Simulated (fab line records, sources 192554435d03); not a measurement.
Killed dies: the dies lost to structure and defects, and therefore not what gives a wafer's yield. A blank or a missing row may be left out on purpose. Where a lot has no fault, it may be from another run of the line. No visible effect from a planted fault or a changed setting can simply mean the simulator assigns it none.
The tool behind it: which one?    flow n5-finfet    24 lots, 72 wafers sampled, at 6 steps of a route of 1938

== WHAT THE GAUGES READ, wafer by wafer ==
N5_BEOL_M8_THK_MEAS_01. Usual: M8_ILD_THK gives 155.0 nm (standard deviation 2.2).
lot   measured      on             M8_ILD_THK (nm)    flag
L074  day 9 22:07   film-metro-02  153.0 155.8 156.7  
L075  day 10 00:50  film-metro-02  152.5 157.7 156.9  
L078  day 10 17:56  film-metro-02  152.2 156.5 158.6  
L076  day 10 19:32  film-metro-02  154.8 154.4 156.4  
L079  day 11 02:02  film-metro-01  155.4 154.1 158.8  
L081  day 11 06:04  film-metro-02  152.1 154.3 153.4  
L077  day 11 06:12  film-metro-01  156.2 153.7 155.2  
L080  day 11 06:23  film-metro-01  153.0 152.6 156.7  
L082  day 11 23:44  film-metro-02  152.4 153.7 150.4  
L083  day 12 00:13  film-metro-02  157.0 157.7 150.8  
L085  day 12 02:32  film-metro-02  157.6 154.6 157.4  
L084  day 12 04:28  film-metro-01  150.7 154.4 155.2  
L087  day 12 22:48  film-metro-02  155.3 154.5 157.7  
L086  day 13 02:17  film-metro-01  152.0 154.1 151.6  
L088  day 13 09:17  film-metro-01  155.3 157.4 157.9  
L090  day 13 15:22  film-metro-02  158.8 155.5 155.9  
L089  day 14 00:31  film-metro-01  154.0 157.1 157.2  
L092  day 14 00:32  film-metro-02  153.3 158.2 156.2  
L091  day 14 01:00  film-metro-01  149.6 151.8 155.3  
L093  day 14 01:43  film-metro-02  152.7 151.9 154.2  
L094  day 14 02:43  film-metro-01  154.0 151.6 152.9  
L096  day 15 01:56  film-metro-01  155.3 155.0 156.5  
L095  day 15 02:26  film-metro-01  152.7 154.2 153.7  
L097  day 15 10:26  film-metro-02  153.0 149.8 154.2  

N5_BEOL_M8_OVL_MEAS_12. Usual: M8_OVL gives -0.3 nm (standard deviation 0.73).
lot   measured      on          M8_OVL (nm)     flag
L074  day 9 22:37   overlay-02  0.0 0.1 -0.3    
L075  day 10 02:19  overlay-01  0.0 0.6 -0.2    
L078  day 10 18:59  overlay-01  -0.2 1.3 -0.2   
L076  day 10 21:35  overlay-02  -0.9 -1.1 -0.8  
L079  day 11 03:55  overlay-01  0.7 0.1 1.2     
L081  day 11 07:50  overlay-01  -1.0 -0.5 0.0   
L077  day 11 07:57  overlay-02  0.6 0.1 1.2     
L080  day 11 08:02  overlay-01  -1.2 -0.1 -1.3  
L082  day 12 01:11  overlay-01  -1.7 -1.2 -1.3  
L083  day 12 01:22  overlay-01  -0.2 0.2 -1.0   
L085  day 12 03:47  overlay-01  -0.5 -1.1 -0.8  
L084  day 12 06:28  overlay-02  -0.4 -0.9 -2.5  
L087  day 12 23:44  overlay-01  0.1 0.2 -0.2    
L086  day 13 03:40  overlay-01  0.3 -0.1 1.3    
L088  day 13 10:59  overlay-01  -0.5 -0.4 -0.9  
L090  day 13 17:46  overlay-02  0.0 0.1 -0.6    
L089  day 14 02:04  overlay-01  -0.1 -0.4 -1.0  
L092  day 14 01:50  overlay-02  -0.2 -1.6 -1.3  
L091  day 14 02:45  overlay-02  -1.5 -1.2 -1.5  
L093  day 14 02:55  overlay-02  0.1 0.9 1.1     
L094  day 14 03:25  overlay-01  -0.3 0.0 -0.5   
L096  day 15 02:46  overlay-01  -0.5 0.4 0.2    
L095  day 15 02:59  overlay-01  -0.4 -1.0 0.1   
L097  day 15 12:06  overlay-02  -0.9 -1.1 -0.4  

N5_BEOL_M9_CD_MEAS_11 targets a cd of 64.1 nm. Usual: cd-nm 64.0 nm, standard deviation 0.63.
lot   measured      on         cd-nm (nm)      flag
L074  day 10 10:20  cd-sem-03  63.5 63.9 63.0  
L075  day 10 10:18  cd-sem-02  64.2 63.9 64.2  
L078  day 11 03:10  cd-sem-01  64.2 64.1 63.9  
L076  day 11 09:40  cd-sem-03  64.3 63.1 63.5  
L079  day 11 12:36  cd-sem-03  63.8 62.7 64.5  
L081  day 11 15:58  cd-sem-03  64.4 63.7 63.1  
L077  day 11 16:08  cd-sem-03  65.0 64.6 63.8  
L080  day 11 16:20  cd-sem-02  65.0 63.6 63.4  
L082  day 12 09:04  cd-sem-03  63.2 63.5 63.7  
L083  day 12 09:24  cd-sem-03  63.7 63.1 65.2  
L085  day 12 13:00  cd-sem-02  64.2 64.5 64.3  
L084  day 12 16:16  cd-sem-03  64.1 64.4 64.0  
L087  day 13 07:11  cd-sem-01  64.1 63.0 64.6  
L086  day 13 11:01  cd-sem-03  65.0 63.8 63.0  
L088  day 13 18:01  cd-sem-01  63.9 65.2 64.1  
L090  day 14 02:26  cd-sem-03  63.5 65.0 64.5  
L089  day 14 14:25  cd-sem-02  64.7 63.7 63.7  
L092  day 14 14:50  cd-sem-02  64.3 64.2 63.9  
L091  day 14 15:00  cd-sem-02  64.4 64.1 64.4  
L093  day 14 12:11  cd-sem-03  64.2 62.8 63.9  
L094  day 14 15:10  cd-sem-01  63.1 64.3 63.8  
L096  day 15 13:08  cd-sem-01  64.7 63.1 64.8  
L095  day 15 13:25  cd-sem-01  63.8 63.8 65.0  
L097  day 15 21:47  cd-sem-01  64.8 64.3 64.2  

== WHICH TOOL RAN EACH LOT (tool, then ch and the chambers of the sampled wafers, then the start) ==
lot   N5_BEOL_M8_ETCH_72                  N5_BEOL_M8_STRIP_36                 N5_BEOL_M8_ALD_77
L074  rie-diel-06 ch 2,3, day 10 03:09    rie-diel-06 ch 2,3, day 10 03:21    ald-metal-03 ch 2,3, day 10 05:12
L075  rie-diel-05 ch 2,3, day 10 03:19    rie-diel-05 ch 2,3, day 10 03:31    ald-metal-01 ch 0,1,3, day 10 05:04
L078  rie-diel-05 ch 0,2, day 10 20:29    rie-diel-05 ch 0,2, day 10 20:41    ald-metal-01 ch 0,1, day 10 21:58
L076  rie-diel-02 ch 0,1,3, day 11 02:50  rie-diel-02 ch 0,1,3, day 11 03:01  ald-metal-01 ch 2,3, day 11 04:12
L079  rie-diel-06 ch 0,1,2, day 11 06:10  rie-diel-06 ch 0,1,2, day 11 06:22  ald-metal-03 ch 0,1,2, day 11 07:50
L081  rie-diel-02 ch 0,3, day 11 09:00    rie-diel-02 ch 0,3, day 11 09:12    ald-metal-04 ch 0,1,2, day 11 12:11
L077  rie-diel-05 ch 0,2,3, day 11 11:31  rie-diel-05 ch 0,2,3, day 11 11:42  ald-metal-01 ch 1,2,3, day 11 12:36
L080  rie-diel-05 ch 1,3, day 11 11:58    rie-diel-05 ch 1,3, day 11 12:10    ald-metal-01 ch 0,1,2, day 11 13:02
L082  rie-diel-06 ch 0,1,2, day 12 02:17  rie-diel-06 ch 0,1,2, day 12 02:29  ald-metal-03 ch 0,2,3, day 12 03:42
L083  rie-diel-06 ch 0,1,3, day 12 02:41  rie-diel-06 ch 0,1,3, day 12 02:53  ald-metal-04 ch 0,1,2, day 12 04:12
L085  rie-diel-06 ch 0,1, day 12 05:52    rie-diel-06 ch 0,1, day 12 06:04    ald-metal-04 ch 0,1,2, day 12 08:41
L084  rie-diel-06 ch 0,2,3, day 12 08:15  rie-diel-06 ch 0,2,3, day 12 08:27  ald-metal-04 ch 0,1,2, day 12 09:40
L087  rie-diel-05 ch 0,1,2, day 13 01:40  rie-diel-05 ch 0,1,2, day 13 01:52  ald-metal-04 ch 1,3, day 13 03:14
L086  rie-diel-05 ch 1,2,3, day 13 05:29  rie-diel-05 ch 1,2,3, day 13 05:41  ald-metal-03 ch 0,1,3, day 13 06:50
L088  rie-diel-05 ch 0,1,3, day 13 11:59  rie-diel-05 ch 0,1,3, day 13 12:10  ald-metal-01 ch 0,1,2, day 13 13:08
L090  rie-diel-06 ch 2,3, day 13 20:05    rie-diel-06 ch 2,3, day 13 20:17    ald-metal-01 ch 0,1,2, day 13 21:37
L089  rie-diel-02 ch 0,2, day 14 06:49    rie-diel-02 ch 0,2, day 14 07:01    ald-metal-04 ch 0,1,3, day 14 08:11
L092  rie-diel-02 ch 0,1,2, day 14 06:21  rie-diel-02 ch 0,1,2, day 14 06:33  ald-metal-04 ch 1,2,3, day 14 07:41
L091  rie-diel-05 ch 1,3, day 14 06:49    rie-diel-05 ch 1,3, day 14 07:01    ald-metal-01 ch 1,2, day 14 08:18
L093  rie-diel-06 ch 2,3, day 14 06:47    rie-diel-06 ch 2,3, day 14 06:59    ald-metal-03 ch 1,2,3, day 14 08:10
L094  rie-diel-02 ch 1,2, day 14 07:18    rie-diel-02 ch 1,2, day 14 07:30    ald-metal-04 ch 0,1, day 14 08:32
L096  rie-diel-05 ch 1,3, day 15 07:49    rie-diel-05 ch 1,3, day 15 08:01    ald-metal-01 ch 0,1,2, day 15 08:55
L095  rie-diel-06 ch 0,1,2, day 15 07:52  rie-diel-06 ch 0,1,2, day 15 08:04  ald-metal-01 ch 0,1,2, day 15 09:13
L097  rie-diel-05 ch 0,1,3, day 15 13:29  rie-diel-05 ch 0,1,3, day 15 13:41  ald-metal-03 ch 0,1,2, day 15 15:07
- N5_BEOL_M8_ETCH_72: etches underlayer in N2/H2, target depth 6.5 nm, time 5.2 s.
- N5_BEOL_M8_STRIP_36: strips in N2/H2.
- N5_BEOL_M8_ALD_77: deposits TaN, target thk 2 nm, pulse time 2 s, purge time 3 s.

== WHAT THE TOOLS THEMSELVES READ (means of the sampled wafers that have a number; where no wafer has one, the mark that the record gives instead) ==
N5_BEOL_M8_ETCH_72. Usual: drypump-motor-current-A 5.7 A, standard deviation 0.53; etch-rf-on-time-s 5.24 s, standard deviation 0.17; oes-product-au 0.70 a.u., standard deviation 0.056; rf-vpp-V 524.0 V, standard deviation 2.8; showerhead-plenum-p-Torr 2.55 Torr, standard deviation 0.084; throttle-valve-pct 17.73 %, standard deviation 0.26.
lot   tool         drypump-motor-current-A (A)  etch-rf-on-time-s (s)  oes-product-au (a.u.)  rf-vpp-V (V)  showerhead-plenum-p-Torr (Torr)  throttle-valve-pct (%)  flag
L074  rie-diel-06  6.2                          5.11                   0.76                   527.3         2.62                             17.43                   
L075  rie-diel-05  6.0                          5.41                   0.75                   524.6         2.56                             17.92                   
L078  rie-diel-05  5.8                          5.47                   0.67                   523.1         2.54                             17.84                   
L076  rie-diel-02  5.8                          5.21                   0.62                   523.9         2.53                             17.88                   
L079  rie-diel-06  5.6                          5.18                   0.74                   525.0         2.58                             17.66                   
L081  rie-diel-02  6.2                          5.21                   0.61                   522.6         2.53                             17.99                   
L077  rie-diel-05  5.9                          5.39                   0.70                   523.5         2.55                             17.90                   
L080  rie-diel-05  5.6                          5.27                   0.77                   523.3         2.49                             17.86                   
L082  rie-diel-06  5.6                          5.07                   0.75                   523.6         2.58                             17.68                   
L083  rie-diel-06  5.4                          5.22                   0.74                   523.1         2.51                             17.57                   
L085  rie-diel-06  5.1                          5.17                   0.72                   523.5         2.52                             17.83                   
L084  rie-diel-06  5.6                          5.12                   0.72                   524.9         2.54                             17.61                   
L087  rie-diel-05  5.8                          5.32                   0.71                   524.6         2.54                             17.75                   
L086  rie-diel-05  5.8                          5.31                   0.73                   524.5         2.55                             17.80                   
L088  rie-diel-05  5.5                          5.30                   0.71                   521.7         2.47                             17.86                   
L090  rie-diel-06  5.9                          5.18                   0.73                   523.8         2.53                             17.37                   
L089  rie-diel-02  5.0                          5.13                   0.64                   525.0         2.60                             17.59                   
L092  rie-diel-02  5.2                          5.21                   0.62                   523.6         2.56                             17.71                   
L091  rie-diel-05  5.6                          5.27                   0.73                   521.9         2.48                             17.90                   
L093  rie-diel-06  5.9                          5.24                   0.72                   524.1         2.52                             17.38                   
L094  rie-diel-02  5.1                          5.26                   0.61                   522.4         2.55                             17.70                   
L096  rie-diel-05  5.6                          5.22                   0.74                   521.6         2.48                             17.93                   
L095  rie-diel-06  5.6                          5.21                   0.70                   524.2         2.57                             17.72                   
L097  rie-diel-05  5.5                          5.23                   0.70                   520.6         2.46                             17.88                   

N5_BEOL_M8_STRIP_36. Usual: drypump-motor-current-A 5.7 A, standard deviation 0.53; oes-product-au 0.83 a.u., standard deviation 0.07; rf-vpp-V 59.1 V, standard deviation 1.6; showerhead-plenum-p-Torr 2.54 Torr, standard deviation 0.085; throttle-valve-pct 23.5 %, standard deviation 0.45.
lot   tool         drypump-motor-current-A (A)  oes-product-au (a.u.)  rf-vpp-V (V)  showerhead-plenum-p-Torr (Torr)  throttle-valve-pct (%)  flag
L074  rie-diel-06  6.2                          0.91                   59.1          2.61                             23.1                    
L075  rie-diel-05  6.0                          0.89                   57.9          2.56                             24.0                    
L078  rie-diel-05  5.8                          0.80                   60.2          2.54                             23.8                    
L076  rie-diel-02  5.8                          0.72                   59.3          2.53                             23.5                    
L079  rie-diel-06  5.6                          0.88                   59.6          2.58                             23.4                    
L081  rie-diel-02  6.1                          0.71                   57.0          2.53                             23.6                    
L077  rie-diel-05  5.8                          0.82                   58.1          2.54                             23.9                    
L080  rie-diel-05  5.6                          0.91                   59.7          2.48                             23.9                    
L082  rie-diel-06  5.6                          0.87                   58.9          2.58                             23.4                    
L083  rie-diel-06  5.4                          0.88                   58.8          2.50                             23.3                    
L085  rie-diel-06  5.0                          0.86                   58.8          2.51                             23.7                    
L084  rie-diel-06  5.6                          0.87                   59.9          2.54                             23.4                    
L087  rie-diel-05  5.8                          0.85                   60.0          2.54                             23.6                    
L086  rie-diel-05  5.9                          0.87                   59.3          2.55                             23.8                    
L088  rie-diel-05  5.5                          0.85                   59.8          2.47                             23.8                    
L090  rie-diel-06  5.9                          0.86                   58.8          2.52                             23.0                    
L089  rie-diel-02  5.0                          0.74                   57.3          2.59                             23.2                    
L092  rie-diel-02  5.2                          0.72                   59.3          2.55                             23.4                    
L091  rie-diel-05  5.6                          0.86                   59.3          2.47                             23.9                    
L093  rie-diel-06  5.9                          0.86                   59.8          2.52                             23.0                    
L094  rie-diel-02  5.1                          0.72                   58.9          2.54                             23.3                    
L096  rie-diel-05  5.6                          0.85                   59.8          2.47                             24.0                    
L095  rie-diel-06  5.6                          0.84                   57.4          2.56                             23.5                    
L097  rie-diel-05  5.6                          0.82                   57.5          2.46                             23.9                    

N5_BEOL_M8_ALD_77. Usual: heater-power-w 421 W, standard deviation 43; mfc-carrier-sccm 1500 sccm, standard deviation 3.9; precursor-vessel-carrier-sccm 999.5 sccm, standard deviation 2.6.
lot   tool          heater-power-w (W)  mfc-carrier-sccm (sccm)  precursor-vessel-carrier-sccm (sccm)  flag
L074  ald-metal-03  377                 1501                     999.2                                 
L075  ald-metal-01  431                 1501                     1000.0                                
L078  ald-metal-01  438                 1504                     995.1                                 
L076  ald-metal-01  411                 1499                     999.0                                 
L079  ald-metal-03  390                 1499                     999.1                                 
L081  ald-metal-04  413                 1499                     998.1                                 
L077  ald-metal-01  432                 1497                     999.8                                 
L080  ald-metal-01  435                 1500                     1001.2                                
L082  ald-metal-03  395                 1497                     998.0                                 
L083  ald-metal-04  415                 1499                     999.7                                 
L085  ald-metal-04  417                 1502                     1001.2                                
L084  ald-metal-04  413                 1501                     997.0                                 
L087  ald-metal-04  468                 1495                     998.0                                 
L086  ald-metal-03  381                 1501                     999.4                                 
L088  ald-metal-01  435                 1500                     1000.8                                
L090  ald-metal-01  439                 1501                     1000.2                                
L089  ald-metal-04  458                 1495                     997.8                                 
L092  ald-metal-04  462                 1503                     1001.4                                
L091  ald-metal-01  458                 1497                     999.6                                 
L093  ald-metal-03  369                 1501                     1004.4                                
L094  ald-metal-04  421                 1499                     1000.0                                
L096  ald-metal-01  436                 1499                     998.9                                 
L095  ald-metal-01  436                 1500                     997.4                                 
L097  ald-metal-03  388                 1503                     999.0                                 

== THE ANSWER, worked out from the rows above alone ==
Rule: lot off if the mean of its wafers having a number is beyond 3 standard deviations from the usual mean. A lot without any number at a reading at which 4 lots or more have one is off too. Where the step has rows for the other lots, those lots are counted as sound. First the gauges in route order, then the tools' own readings, where a lot's mean is used as printed above. At the first step where some lot is off, the reading lying furthest off is the one used; lots without a number count as furthest.
None of the lots is off at any reading shown; this tells nothing.

== WHAT THE SIMULATOR HAD PUT IN ==
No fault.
